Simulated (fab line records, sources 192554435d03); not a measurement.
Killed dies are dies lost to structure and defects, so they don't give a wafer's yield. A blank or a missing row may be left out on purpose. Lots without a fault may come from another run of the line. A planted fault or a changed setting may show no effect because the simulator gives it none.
Problem report in the 8D (eight disciplines) form, filled by code | flow n5_finfet | the parts of the form that need people (team, actions taken, sign-off) are left out

1. THE PROBLEM
M1_ILD_THK at N5_BEOL_M1_THK_MEAS_01 reads a mean of 119.9 nm on 3 wafers of 2 lots; wafers without a fault read 79.1 nm with a standard deviation of 0.92. That is +44 standard deviations from the usual mean.
First seen on wafer L296.6, day 9 03:53, on film_metro-01. The record holds 27 wafers of 9 lots with a number at this step. Rule for "out", or "out of limits": more than 4 standard deviations from the usual mean. The other wafers with a number count as sound.

2. WHAT IT IS AND WHAT IT IS NOT
question                    | is                     | is not
which readings at this step | M1_ILD_THK             | -
which lots                  | L296, L299             | L286, L291, L292, L301, L302, L303, L304
which wafers of those lots  | L296.6, L299.4, L299.6 | L296.3, L296.5, L299.3
read on which gauges        | film_metro-01          | film_metro-02
when                        | from day 9 03:53       | up to then (11 sound wafers); but 13 sound wafers of L299, L301, L302, L303, L304 came after

3. SUSPECTS, AND WHAT RULES EACH OUT
Counting: a tool at a process step up to the reading stays a suspect if it ran every lot that is out. Sound lots after the first of them don't rule it out here, since some wafers of a struck lot are sound.
- the gauge at N5_BEOL_M1_THK_MEAS_01: ruled out. All the wafers that are out were read on film_metro-01, but those of them that N5_PASSIVATION_PROBE_49 has rows for are out there too, on other tools.
- pecvd-03 at N5_BEOL_M1_ILD_DEP_00 (deposits SiOC from DEMS/O2, target thk 79 nm, time 15.3 s): kept. It ran every lot that is out, first L296 (day 9 03:49); its last sound lot up to then is L292 (day 8 00:19).
Left after counting: pecvd-03 at N5_BEOL_M1_ILD_DEP_00.

4. THE CAUSE (what the simulator had put in)
Process parameter drift: pecvd-03, from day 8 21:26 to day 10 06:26, at N5_BEOL_M1_ILD_DEP_00. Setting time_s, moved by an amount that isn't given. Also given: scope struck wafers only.
Counting left only this tool.

5. THE CHAIN OF EFFECTS, in route order
Each row: a reading whose mean over the struck wafers that have a number lies more than 3 standard deviations from the usual. Only readings for which the record gives a usual standard deviation are gone through. hours: the time from each lot's start at the first step in this table that gives one to its start at this step, as a median over the lots. sigmas: the change in usual standard deviations.
hours | step                    | reading              | usual   | on struck wafers | change | sigmas
0     | N5_BEOL_M1_THK_MEAS_01  | M1_ILD_THK           | 79.1 nm | 119.9            | +40.8  | +44
210   | N5_PASSIVATION_PROBE_49 | defect_limited_yield | 90.8 %  | 0.0              | -90.8  | -53
210   | N5_PASSIVATION_PROBE_49 | killed_at_M0_to_M3   | 37      | 1114             | +1077  | +90
210   | N5_PASSIVATION_PROBE_49 | killed_dies          | 109     | 1180             | +1071  | +54
210   | N5_PASSIVATION_PROBE_49 | killed_on_rim        | 14      | 152              | +138   | +32
210   | N5_PASSIVATION_PROBE_49 | sort_bin_5_function  | 5.4 %   | 96.1             | +90.7  | +82
210   | N5_PASSIVATION_PROBE_49 | sort_n_pass          | 1071    | 0                | -1071  | -54
210   | N5_PASSIVATION_PROBE_49 | sort_yield_pct       | 90.8 %  | 0.0              | -90.8  | -53
The process steps in it:
- N5_PASSIVATION_PROBE_49

6. WHAT WOULD HAVE CAUGHT IT SOONER
In this record the first reading out of limits at a measuring or inspecting step was taken at day 9 03:53, 6 hours after the fault began at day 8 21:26.
Of the tool readings at N5_BEOL_M1_ILD_DEP_00 for which the record gives a usual standard deviation, none was out on any struck wafer, so an alarm limit of 4 standard deviations on them would not have fired.
Of the lots that are out (2), L299 began N5_BEOL_M1_ILD_DEP_00 on pecvd-03 after day 9 03:53. A hold on the tool at that time would have spared it.
